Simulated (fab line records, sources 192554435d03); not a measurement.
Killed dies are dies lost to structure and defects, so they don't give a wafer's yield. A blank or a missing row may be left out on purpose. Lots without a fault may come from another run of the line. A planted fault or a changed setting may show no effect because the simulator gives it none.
fab line records | flow n5_finfet
record lots=7 wafers=19 last_day=19
route steps=1938 shown FIN_CUT@171 STI_FIN_REVEAL@183 BEOL_M4@1111 PASSIVATION@1936
lots that met no fault: from a run of the same line without faults
start_h: hours from the record's first day to the start of the lot's first wafer shown | wait_h: hours since the lot's step before | " the same as in the row above | L1.1+2: a row that stands for several wafers | - no value, or no start given | * or withheld: withheld | < > ~ a bound
route shown NAME@n: a module of which the file shows steps, and the number in the route of the first | usual: mean/standard deviation of fault-free wafers | same: alike in all rows | chamber/n: place in a boat | sites: the reading at each site | _std_site: their standard deviation | _edge_site: outer sites' mean less inner sites' | radius_mm: how far each site lies from the wafer's centre | mask NAME#n: copy n | behind: the tool/chamber that last shaped the wafer | hold: why the lot was held/for how many hours/how that ended | device: the transistor (n, p or np) that didn't switch | end of line: the same wafers' tests at the end of the route | a step without rows: its recipe alone | killed: dies lost to structure and defects at the first sort, not the wafer's yield | map: a wafer's dies, x killed, . not, _ none there
set.NAME: the setting as run; set.NAME@STEP: as run at that earlier step | model.NAME: the simulator's own value behind a step, which no gauge read
lots at some steps of the route; a table a step, a row a wafer
services: from which hour (start_h, from the record's first day; less than 0 if before it) a tool's chamber was out of use, for how many hours, and why
## steps
# step N5_FIN_CUT_STRIP_31
# recipe chemistry=N2/H2 temp_c=40 n2_flow_sccm=200 h2_flow_sccm=200 rf_frequency_hz=6e+07
# step N5_FIN_CUT_STRIP_24
# recipe chemistry=CF4 resist=SiARC power_w=300 bias_power_w=75 pressure_mtorr=50 cf4_flow_sccm=150 rf_frequency_hz=6e+07
# usual drypump_motor_current_A=6.1/0.46 oes_product_au=0.75/0.048 rf_fwd_power_W=292.7/0.94 rf_vpp_V=270.4/1.8 showerhead_plenum_p_Torr=1.76/0.075 throttle_valve_pct=13.64/0.23
# columns lot.wafer tool chamber start_h wait_h drypump_motor_current_A oes_product_au rf_fwd_power_W rf_hours_counter_h rf_vpp_V showerhead_plenum_p_Torr throttle_valve_pct
L271.1 rie_diel-02 3 41.15 0.0 6.2 0.75 292.7 127 268.9 1.74 13.91
L271.2 " 1 " " 5.5 0.79 292.9 108 273.8 1.87 13.43
L271.5 " 0 " " 6.8 0.72 293.0 - 267.9 1.69 13.44
L274.1 rie_diel-01 3 58.37 0.0 6.3 0.72 292.1 185 269.7 1.79 13.62
L274.3 " 1 " " 5.6 0.72 291.6 172 271.6 1.79 14.07
L274.4 " 0 " " 5.9 0.75 294.0 158 270.9 1.81 13.95
L281.4 rie_diel-02 2 103.68 0.0 6.6 0.81 291.9 - 269.5 1.67 13.49
L281.6 " 1 " " 5.5 0.77 292.5 - 272.3 1.86 13.48
L282.1 rie_diel-06 1 106.71 0.0 6.0 0.80 292.3 89 269.1 1.66 13.31
L282.3 " 0 " " 6.0 0.70 292.3 224 271.0 1.78 13.69
L285.3 rie_diel-06 2 124.05 0.0 5.6 0.74 294.4 145 273.6 1.88 13.69
L285.5 " 2 " " 5.6 0.75 294.1 - 273.0 1.88 13.69
L285.6 " 1 " " 6.0 0.80 293.4 - 268.5 1.66 13.34
L288.3 rie_diel-02 3 141.93 0.0 6.2 0.73 293.4 153 267.2 1.73 13.96
L288.4 " 0 " " 6.8 0.69 291.6 250 269.5 1.68 13.50
L288.5 " 2 " " 6.7 0.80 291.5 - 269.3 1.67 13.50
L292.2 rie_diel-01 3 165.83 0.0 6.3 0.69 293.3 217 269.3 1.78 13.70
L292.4 " 0 " " 5.9 0.72 292.9 189 270.8 1.80 14.02
L292.6 " 0 " " 5.9 0.73 292.6 - 272.0 1.80 14.01
# step N5_FIN_CUT_CUT_ETCH_26
# recipe chemistry=CH3F/O2 target=SiNx target_depth_a=390 mask_material=SOC time_s=55.7 pressure_mtorr=30 source_w=395 bias_w=73 Ar_flow_sccm=150 CH3F_flow_sccm=30 O2_flow_sccm=20 ion_energy_ev=120
# usual bias_w=72.99/0.21 drypump_motor_current_A=6.1/0.47 oes_product_au=0.75/0.049 rf_fwd_power_W=391.2/1.5 rf_vpp_V=297/3.9 showerhead_plenum_p_Torr=1.96/0.082 throttle_valve_pct=16.41/0.19
# columns lot.wafer tool chamber start_h wait_h bias_w drypump_motor_current_A oes_product_au rf_fwd_power_W rf_hours_counter_h rf_vpp_V showerhead_plenum_p_Torr throttle_valve_pct
L271.1 rie_diel-02 3 41.17 0.0 73.09 6.2 0.76 392.3 127 296 1.92 16.67
L271.2 " 1 " " 72.92 5.5 0.79 391.2 108 301 2.10 16.28
L271.5 " 0 " " 72.86 6.7 0.71 390.7 - 290 1.90 16.23
L274.1 rie_diel-01 3 58.39 0.0 72.55 6.3 0.72 392.4 185 291 1.99 16.41
L274.3 " 1 " " 72.75 5.5 0.72 392.0 172 301 1.99 16.84
L274.4 " 0 " " 73.15 5.9 0.77 389.2 158 301 1.99 16.62
L281.4 rie_diel-02 2 103.71 0.0 72.82 6.7 0.81 391.0 - 296 1.87 16.38
L281.6 " 1 " " 73.08 5.5 0.77 388.6 - 302 2.09 16.30
L282.1 rie_diel-06 1 106.73 0.0 73.14 6.0 0.81 390.8 89 303 1.86 16.19
L282.3 " 0 " " 73.06 6.0 0.70 391.4 224 298 1.97 16.36
L285.3 rie_diel-06 2 124.07 0.0 72.76 5.6 0.74 393.7 145 301 2.08 16.37
L285.5 " 2 " " 72.88 5.6 0.73 392.0 - 303 2.08 16.39
L285.6 " 1 " " 73.06 6.0 0.81 390.6 - 305 1.86 16.21
L288.3 rie_diel-02 3 141.95 0.0 73.06 6.2 0.73 389.9 153 295 1.91 16.71
L288.4 " 0 " " 73.41 6.7 0.70 392.2 250 291 1.89 16.30
L288.5 " 2 " " 72.66 6.7 0.79 390.9 - 296 1.87 16.39
L292.2 rie_diel-01 3 165.85 0.0 73.06 6.3 0.70 394.0 217 292 1.98 16.46
L292.4 " 0 " " 72.83 5.9 0.73 388.2 189 301 1.98 16.67
L292.6 " 0 " " 73.25 5.9 0.73 387.6 - 301 1.98 16.67
# step N5_FIN_CUT_CUT_ETCH_27
# recipe chemistry=CHF3/O2 target=SiO2 target_depth_a=40 mask_material=SOC overetch_a=20 time_s=4.9 pressure_mtorr=30 source_w=650 bias_w=170 Ar_flow_sccm=200 CHF3_flow_sccm=50 O2_flow_sccm=5 ion_energy_ev=200
# usual bias_w=170.0/0.57 drypump_motor_current_A=6.1/0.47 oes_product_au=0.60/0.038 rf_fwd_power_W=644.4/2.2 rf_vpp_V=524/7 showerhead_plenum_p_Torr=2.36/0.096 throttle_valve_pct=18.86/0.19
# columns lot.wafer tool chamber start_h wait_h bias_w drypump_motor_current_A oes_product_au rf_fwd_power_W rf_hours_counter_h rf_vpp_V showerhead_plenum_p_Torr throttle_valve_pct
L271.1 rie_diel-02 3 41.22 0.0 169.0 6.2 0.61 643.6 127 520 2.31 19.14
L271.2 " 1 " " 169.3 5.5 0.63 644.1 108 534 2.53 18.76
L271.5 " 0 " " 169.8 6.8 0.57 645.0 - 514 2.30 18.66
L274.1 rie_diel-01 3 58.44 0.0 170.6 6.3 0.57 648.9 185 515 2.40 18.85
L274.3 " 1 " " 168.9 5.6 0.58 645.8 172 531 2.40 19.31
L274.4 " 0 " " 169.8 5.9 0.60 637.6 158 529 2.40 19.09
L281.4 rie_diel-02 2 103.76 0.0 169.4 6.6 0.64 642.0 - 520 2.25 18.84
L281.6 " 1 " " 170.4 5.6 0.62 643.8 - 532 2.52 18.80
L282.1 rie_diel-06 1 106.78 0.0 171.1 6.0 0.65 645.9 89 535 2.25 18.65
L282.3 " 0 " " 170.2 6.0 0.56 647.3 224 524 2.37 18.77
L285.3 rie_diel-06 2 124.11 0.0 169.8 5.6 0.59 647.9 145 530 2.50 18.82
L285.5 " 2 " " 169.3 5.6 0.60 645.7 - 531 2.50 18.80
L285.6 " 1 " " 170.1 6.0 0.64 644.6 - 534 2.25 18.66
L288.3 rie_diel-02 3 142.00 0.0 169.2 6.2 0.59 645.7 153 520 2.30 19.18
L288.4 " 0 " " 169.8 6.7 0.56 644.9 250 513 2.28 18.72
L288.5 " 2 " " 170.9 6.6 0.63 641.7 - 517 2.25 18.86
L292.2 rie_diel-01 3 165.90 0.0 170.2 6.3 0.56 646.1 217 515 2.39 18.88
L292.4 " 0 " " 170.5 5.9 0.58 639.9 189 528 2.38 19.13
L292.6 " 0 " " 170.6 5.9 0.59 639.9 - 529 2.38 19.12
# step N5_FIN_CUT_PRECLEAN_35
# recipe time_s=13.3 temp_c=45 pressure_torr=125 p_hf_torr=3 p_coreactant_torr=25 chemistry=vHF
# step N5_FIN_CUT_CUT_ETCH_15
# recipe chemistry=HBr/Cl2/O2 target=Si target_depth_a=1000 bt_time_s=10 mask_material=SOC time_s=42.4 ion_energy_ev=* bias_w=* pressure_mtorr=10 icp_w=800 HBr_flow_sccm=150 Cl2_flow_sccm=80 O2_flow_sccm=12
# step N5_FIN_CUT_CUT_ETCH_28
# recipe chemistry=HBr/Cl2/O2 target=Si target_depth_a=60 mask_material=SOC time_s=2.4 ion_energy_ev=* bias_w=* pressure_mtorr=10 icp_w=800 HBr_flow_sccm=150 Cl2_flow_sccm=80 O2_flow_sccm=12
# usual bias_w=* drypump_motor_current_A=5.5/0.48 oes_product_au=0.998/0.016 rf_fwd_power_W=* throttle_valve_pct=37.2/0.31
# columns lot.wafer tool chamber start_h wait_h bias_w drypump_motor_current_A oes_product_au rf_fwd_power_W rf_hours_counter_h throttle_valve_pct
L271.1 rie_si-04 0 41.42 0.0 * 5.9 1.022 * 114 37.7
L271.2 " 1 " " * 5.7 0.983 * 41 37.7
L271.5 " 2 " " * 5.8 0.986 * - 36.7
L274.1 rie_si-01 0 58.64 0.0 * 5.1 1.017 * 6 37.0
L274.3 " 1 " " * 6.4 1.017 * 138 37.1
L274.4 " 2 " " * 5.5 1.008 * 196 37.2
L281.4 rie_si-02 3 103.94 0.0 * 4.8 0.999 * 13 37.2
L281.6 " 2 " " * 5.5 0.987 * - 37.2
L282.1 rie_si-04 1 106.98 0.0 * 5.7 0.984 * 43 37.7
L282.3 " 2 " " * 5.8 0.977 * 73 36.7
L285.3 rie_si-04 1 124.37 0.0 * 5.7 0.989 * 43 37.7
L285.5 " 0 " " * 5.9 1.018 * - 37.7
L285.6 " 1 " " * 5.6 0.986 * - 37.7
L288.3 rie_si-02 1 142.20 0.0 * 5.0 1.018 * 1 37.2
L288.4 " 3 " " * 4.8 1.006 * 13 37.2
L288.5 " 2 " " * 5.5 0.983 * - 37.2
L292.2 rie_si-01 1 166.10 0.0 * 6.4 1.019 * 140 37.1
L292.4 " 2 " " * 5.5 1.017 * 1 36.9
L292.6 " 1 " " * 6.5 1.014 * - 37.1
# step N5_FIN_CUT_STRIP_22
# recipe chemistry=N2/H2 power_w=500 temp_c=40 pressure_mtorr=50 rf_frequency_hz=6e+07 overash_fraction=0.3 bias_power_w=8 h2_frac=0.5 n2_flow_sccm=300 h2_flow_sccm=300
# step N5_FIN_CUT_PRECLEAN_36
# recipe chemistry=O3/DIW time_s=60 temp_c=22 o3_ppm=10
# step N5_FIN_CUT_SRD_32
# recipe dry=ipa_marangoni time_s=30 temp_c=23 rinse_liquid=diw
# step N5_FIN_CUT_UV_OZONE_34
# recipe time_s=120 pressure_torr=760 temp_c=25
# step N5_FIN_CUT_INSPECT_17
# recipe inspect_instrument=brightfield mode=aei
# usual raw_defect_count=218/65
# columns lot.wafer tool chamber start_h wait_h raw_defect_count
L271.1 defect_inspect-02 - 41.65 0.0 241
L271.2 " - " " 242
L271.5 " - " " 208
L274.1 defect_inspect-01 - 58.87 0.0 290
L274.3 " - " " 241
L274.4 " - " " 246
L281.4 defect_inspect-02 - 104.32 0.0 172
L281.6 " - " " 215
L282.1 defect_inspect-02 - 107.21 0.0 312
L282.3 " - " " 237
L285.3 defect_inspect-01 - 124.82 0.0 218
L285.5 " - " " 208
L285.6 " - " " 205
L288.3 defect_inspect-02 - 142.52 0.0 365
L288.4 " - " " 333
L288.5 " - " " 248
L292.2 defect_inspect-02 - 166.51 0.0 241
L292.4 " - " " 210
L292.6 " - " " 187
# step N5_STI_FIN_REVEAL_ALD_00
# recipe material=SiO2 target_thk_a=10 temp_c=300 ald_precursor_family=BDEAS ald_co_reactant=O2-plasma pulse_time_s=1 pressure_torr=2
# usual heater_power_w=487/40 precursor_pulse_height_rel=1.000/0.018
# columns lot.wafer tool chamber start_h wait_h heater_power_w precursor_pulse_height_rel model.SiO2_of_STI_FIN_REVEAL_ALD_00.thk_nm
L271.1 ald_sin-01 1 41.68 0.0 451 0.992 1
L271.2 " 2 " " 480 1.006 1
L271.5 " 2 " " 489 0.994 1
L274.1 ald_sin-02 2 58.90 0.0 559 0.995 1
L274.3 " 3 " " 509 1.030 1
L274.4 " 0 " " 435 0.967 1
L281.4 ald_sin-01 0 105.11 0.8 453 0.987 0.6
L281.6 " 0 " " 458 1.020 1
L282.1 ald_sin-01 3 107.24 0.0 491 1.004 1
L282.3 " 2 " " 484 0.977 0.6
L285.3 ald_sin-01 0 124.86 0.0 450 1.016 0.6
L285.5 " 2 " " 499 1.009 1
L285.6 " 0 " " 455 0.981 1
L288.3 ald_sin-02 1 142.55 0.0 560 1.017 1
L288.4 " 0 " " 419 1.014 1
L288.5 " 1 " " 556 0.975 1
L292.2 ald_sin-03 3 166.54 0.0 523 1.000 1
L292.4 " 0 " " 447 0.983 1
L292.6 " 3 " " 514 0.988 1
# step N5_STI_FIN_REVEAL_ALD_14
# recipe material=Si3N4 target_thk_a=30 temp_c=400 ald_precursor_family=SiH2I2 ald_co_reactant=N2/H2-plasma pressure_torr=2
# usual heater_power_w=867/73
# columns lot.wafer tool chamber start_h wait_h heater_power_w
L271.1 ald_sin-01 1 41.73 0.0 841
L271.2 " 2 " " 895
L271.5 " 2 " " 873
L274.1 ald_sin-02 2 58.95 0.0 993
L274.3 " 3 " " 891
L274.4 " 0 " " 766
L281.4 ald_sin-01 0 105.16 0.0 799
L281.6 " 0 " " 819
L282.1 ald_sin-01 3 107.29 0.0 864
L282.3 " 2 " " 883
L285.3 ald_sin-01 0 124.91 0.0 801
L285.5 " 2 " " 876
L285.6 " 0 " " 803
L288.3 ald_sin-02 1 142.60 0.0 992
L288.4 " 0 " " 759
L288.5 " 1 " " 988
L292.2 ald_sin-03 3 166.59 0.0 928
L292.4 " 0 " " 793
L292.6 " 3 " " 922
# step N5_BEOL_M4_RC_MEAS_101
# usual DIBL_N=36.4/1.9 DIBL_P=35.8/2.1 IOFF_N=0.158/0.029 IOFF_P=0.21/0.035 ION_N=676/14 ION_P=465/9.7 SS_N=71.5/0.66 SS_P=73.4/0.7 VT_N=249.8/3 VT_P=-250/3.3
# columns lot.wafer tool chamber start_h wait_h DIBL_N[mV/V] DIBL_P[mV/V] IOFF_N[nA/um] IOFF_P[nA/um] ION_N[uA/um] ION_P[uA/um] SS_N[mV/dec] SS_P[mV/dec] VT_N[mV] VT_P[mV]
L271.1 prober-02 0 202.12 0.0 36.5 35.0 0.147 0.22 665 451 71.7 72.8 249.6 -249
L271.2 " 0 " " 34.7 32.4 0.125 0.18 661 456 70.4 72.2 252.7 -250
L271.5 " 0 " " 36.7 36.0 0.161 0.23 686 472 70.8 73.4 250.3 -246
L274.1 prober-01 0 226.00 0.0 36.8 34.6 0.142 0.22 677 467 71.1 73.5 252.6 -247
L274.3 " 0 " " 40.3 37.0 0.200 0.25 670 458 72.3 74.1 247.4 -249
L274.4 " 0 " " 36.6 34.0 0.141 0.21 656 455 70.8 72.9 250.9 -248
L281.4 prober-02 0 277.38 0.5 35.3 34.5 0.131 0.16 649 447 70.8 72.5 250.8 -253
L281.6 " 0 " " 39.3 40.4 0.196 0.23 667 460 72.1 74.7 249.1 -250
L282.1 prober-01 0 286.17 0.0 36.1 36.2 0.151 0.20 664 458 71.5 73.2 252.1 -252
L282.3 " 0 " " 40.0 39.8 0.241 0.25 682 453 73.3 73.7 248.2 -250
L285.3 prober-02 0 302.63 0.3 36.1 35.1 0.161 0.22 697 480 71.9 73.6 247.4 -248
L285.5 " 0 " " 37.6 36.8 0.190 0.24 706 484 71.6 73.8 245.1 -247
L285.6 " 0 " " 37.1 34.8 0.166 0.21 682 465 71.3 73.5 246.5 -248
L288.3 prober-02 0 324.90 0.3 38.6 37.9 0.179 0.22 663 447 72.1 73.4 248.3 -255
L288.4 " 0 " " 36.1 35.1 0.136 0.17 684 461 72.0 73.5 253.9 -259
L288.5 " 0 " " 38.3 38.1 0.184 0.22 693 468 72.3 74.9 248.4 -251
L292.2 prober-01 0 346.27 0.2 30.9 29.8 0.100 0.14 672 468 70.3 71.4 256.7 -255
L292.4 " 0 " " 33.5 33.8 0.132 0.19 672 464 71.7 73.2 251.4 -251
L292.6 " 0 " " 33.1 33.7 0.130 0.18 678 471 71.8 72.7 251.7 -250
# step N5_PASSIVATION_PROBE_49
# usual defect_limited_yield=91.3/1.3 killed_at_M0_to_M3=34/9.1 killed_at_M4_up=14/5.6 killed_at_contacts=13/5.9 killed_at_front_end=39/11 killed_at_other=3.6/3 killed_dies=102/16 killed_open=68/12 killed_short=33/7.3 sort_bin_5_function=5.2/0.89 sort_bin_6_memory=3.2/0.68 sort_n_pass=1078/16 sort_yield_pct=91.3/1.3
# same gross_dies=1180 killed_at_back_side=0 sort_bin_4_leakage[%]=0 sort_bin_8_speed[%]=0
# columns lot.wafer tool chamber start_h wait_h defect_limited_yield[%] killed_at_M0_to_M3 killed_at_M4_up killed_at_contacts killed_at_front_end killed_at_other killed_dies killed_open killed_short sort_bin_5_function[%] sort_bin_6_memory[%] sort_n_pass sort_yield_pct[%]
L271.1 prober-02 - 313.42 0.0 90.8 51 11 9 31 6 108 66 40 5.4 3.6 1072 90.8
L271.2 prober-02 - 313.47 0.1 91.4 33 7 10 48 4 102 66 36 5.1 3.2 1078 91.4
L271.5 prober-02 - 313.62 0.2 93.1 32 8 10 29 2 81 52 28 4.1 2.5 1099 93.1
L274.1 prober-01 - 332.47 0.0 91.2 32 18 13 28 13 104 77 27 4.9 3.6 1076 91.2
L274.3 prober-01 - 332.57 0.1 91.4 40 16 7 35 4 102 71 30 5.3 3.1 1078 91.4
L274.4 prober-01 - 332.62 0.2 90.9 34 20 12 37 4 107 70 37 5.8 3.1 1073 90.9
L281.4 prober-02 - 381.15 0.2 91.9 33 12 7 39 4 95 67 27 4.5 3.5 1085 91.9
L282.3 prober-02 - 399.23 0.1 93.0 32 11 10 23 7 83 58 24 4.5 2.4 1097 93.0
L285.3 prober-02 - 416.20 0.1 92.3 25 15 11 39 1 91 62 27 4.6 3.1 1089 92.3
L285.5 prober-02 - 416.30 0.2 93.2 15 13 10 41 1 80 46 32 4.4 2.0 1100 93.2
L285.6 prober-02 - 416.35 0.3 91.6 30 14 24 29 2 99 72 26 4.2 3.7 1081 91.6
L288.3 prober-01 - 439.91 0.1 92.8 26 15 8 35 1 85 54 30 4.6 2.2 1095 92.8
L288.4 prober-01 - 439.96 0.2 89.3 28 12 17 61 8 126 68 49 5.2 4.8 1054 89.3
L288.5 prober-01 - 440.01 0.2 90.3 24 10 9 69 2 114 60 45 4.5 4.1 1066 90.3
# killed by level:class
L271.1 BEOL_M2:geometric_particle:open=14 BEOL_M3:geometric_particle:open=10 MOL_CONTACT_COAG:geometric_particle:open=6 GATE_CUT:geometric_particle:short=6 BEOL_M1:geometric_particle:open=6 BEOL_M4:geometric_particle:open=6 BEOL_M2:geometric_particle:short=5 FIN_SAQP:geometric_particle:open=4
L271.2 STI_FIN_REVEAL:geometric_particle:open=20 GATE_CUT:geometric_particle:short=8 BEOL_M3:geometric_particle:open=8 MOL_CONTACT_COAG:geometric_particle:open=7 BEOL_M2:geometric_particle:open=7 FIN_SAQP:geometric_particle:open=6 FIN_SAQP:geometric_particle:short=5 BEOL_M0_SAQP:geometric_particle:short=5
L271.5 MOL_CONTACT_COAG:geometric_particle:open=8 STI_FIN_REVEAL:geometric_particle:open=7 BEOL_M2:geometric_particle:open=7 BEOL_M0_SAQP:geometric_particle:open=6 GATE_CUT:geometric_particle:short=5 BEOL_M1:geometric_particle:short=5 BEOL_M3:geometric_particle:open=5 FIN_SAQP:geometric_particle:short=3
L274.1 MOL_CONTACT_COAG:geometric_particle:open=10 BEOL_M4:geometric_particle:open=9 BEOL_M0:geometric_particle:open=6 BEOL_M3:geometric_particle:open=6 FIN_SAQP:geometric_particle:open=5 BEOL_M0_SAQP:geometric_particle:open=5 FIN_SAQP:geometric_particle:short=4 BEOL_M1:geometric_particle:open=4
L274.3 BEOL_M0_SAQP:geometric_particle:open=11 BEOL_M0_SAQP:geometric_particle:short=8 BEOL_M1:geometric_particle:open=8 BEOL_M4:geometric_particle:open=8 MOL_CONTACT_COAG:geometric_particle:open=7 STI_FIN_REVEAL:geometric_particle:open=6 GATE_CUT:geometric_particle:short=5 STARTING-WAFER:geometric_particle:open=5
L274.4 BEOL_M4:geometric_particle:open=12 MOL_CONTACT_COAG:geometric_particle:open=11 BEOL_M0_SAQP:geometric_particle:short=9 BEOL_M2:geometric_particle:open=8 FIN_SAQP:geometric_particle:short=7 STI_FIN_REVEAL:geometric_particle:open=7 GATE_CUT:geometric_particle:short=6 BEOL_M0_SAQP:geometric_particle:open=6
L281.4 STI_FIN_REVEAL:geometric_particle:open=14 BEOL_M2:geometric_particle:open=12 BEOL_M3:geometric_particle:open=7 MOL_CONTACT_COAG:geometric_particle:open=7 BEOL_M4:geometric_particle:open=6 BEOL_M3:geometric_particle:short=4 STI_FIN_REVEAL:geometric_particle:short=3 FIN_SAQP:geometric_particle:short=3
L282.3 BEOL_M0_SAQP:geometric_particle:short=11 FIN_SAQP:geometric_particle:open=8 MOL_CONTACT_COAG:geometric_particle:open=8 BEOL_M2:geometric_particle:open=6 BEOL_M0_SAQP:geometric_particle:open=6 BEOL_M3:geometric_particle:open=5 STI_FIN_REVEAL:geometric_particle:open=4 BEOL_M1:geometric_particle:open=4
L285.3 STI_FIN_REVEAL:geometric_particle:open=10 BEOL_M4:geometric_particle:open=10 FIN_SAQP:geometric_particle:short=9 MOL_CONTACT_COAG:geometric_particle:open=9 FIN_SAQP:geometric_particle:open=6 BEOL_M0_SAQP:geometric_particle:short=6 BEOL_M0_SAQP:geometric_particle:open=6 BEOL_M1:geometric_particle:open=4
L285.5 FIN_SAQP:geometric_particle:open=11 STI_FIN_REVEAL:geometric_particle:open=8 MOL_CONTACT_COAG:geometric_particle:open=7 FIN_SAQP:geometric_particle:short=5 GATE_CUT:geometric_particle:short=5 BEOL_M0_SAQP:geometric_particle:short=5 BEOL_M4:geometric_particle:short=4 MOL_CONTACT_COAG:geometric_particle:short=3
L285.6 MOL_CONTACT_COAG:geometric_particle:open=18 BEOL_M0_SAQP:geometric_particle:open=7 BEOL_M3:geometric_particle:open=7 BEOL_M4:geometric_particle:open=7 DUMMY_GATE:geometric_particle:open=6 GATE_CUT:geometric_particle:short=6 MOL_CONTACT_COAG:geometric_particle:short=6 BEOL_M2:geometric_particle:open=6
L288.3 FIN_SAQP:geometric_particle:short=10 BEOL_M5:geometric_particle:open=7 BEOL_M0_SAQP:geometric_particle:short=6 FIN_SAQP:geometric_particle:open=5 BEOL_M0_SAQP:geometric_particle:open=5 BEOL_M2:geometric_particle:open=5 BEOL_M3:geometric_particle:open=5 STI_FIN_REVEAL:geometric_particle:open=4
L288.4 FIN_SAQP:geometric_particle:short=19 FIN_SAQP:geometric_particle:open=13 BEOL_M0_SAQP:geometric_particle:short=11 MOL_CONTACT_COAG:geometric_particle:open=10 BEOL_M0_SAQP:geometric_particle:open=10 BEOL_M5:geometric_particle:open=6 STI_FIN_REVEAL:geometric_particle:open=5 DUMMY_GATE:geometric_particle:open=4
L288.5 FIN_SAQP:geometric_particle:short=26 FIN_SAQP:geometric_particle:open=17 HKMG_FIN:area_etch=8 BEOL_M2:geometric_particle:open=7 MOL_CONTACT_COAG:geometric_particle:short=5 STARTING-WAFER:geometric_particle:open=5 STI_FIN_REVEAL:geometric_particle:open=4 MOL_CONTACT_COAG:geometric_particle:open=4
## services
# columns tool chamber start_h hours kind
rie_diel-01 2 25.38 2.1 repair
rie_diel-01 1 35.46 2.6 repair
ald_sin-02 - 42.16 14.6 pm
ald_sin-01 0 67.31 16.3 repair
ald_sin-02 3 69.04 8.8 repair
ald_sin-02 0 79.75 13.8 repair
rie_si-04 0 81.41 5.1 repair
rie_diel-02 3 91.57 11.8 repair
rie_diel-06 2 100.74 18.2 repair
rie_si-01 2 118.59 - clean
rie_si-01 2 118.59 15.3 scheduled_down
rie_si-01 2 118.59 15.3 vent_cycle
ald_sin-02 2 121.53 6.1 repair
ald_sin-01 3 122.03 7.9 repair
rie_diel-02 2 130.94 1.8 repair
rie_si-04 0 140.92 2.2 repair
rie_diel-02 0 143.18 - clean
rie_diel-02 0 143.18 - consumable_replace:focus_ring
rie_diel-02 0 143.18 - consumable_replace:showerhead
rie_diel-02 0 143.18 14.2 scheduled_down
rie_diel-02 0 143.18 14.2 vent_cycle
rie_si-02 1 145.91 2.9 repair
rie_diel-01 - 153.03 1.0 repair
rie_si-01 - 158.11 1.1 repair
## key
first_sign none at tools or gauges
model_effect step=N5_STI_FIN_REVEAL_ALD_00 value=SiO2_of_STI_FIN_REVEAL_ALD_00.thk_nm without=1 struck=0.6
met_at N5_STI_FIN_REVEAL_ALD_00
struck_wafers L281.4,L282.3,L285.3
onset_between 41.68 105.11
fault kind=process_parameter_drift tool=ald_sin-01 chamber=- onset_h=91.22 steps=N5_STI_FIN_REVEAL_ALD_00 channel=target_thk_a offset=* shape=step end_h=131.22 scope=struck_wafers_only acts_in=* stated=*
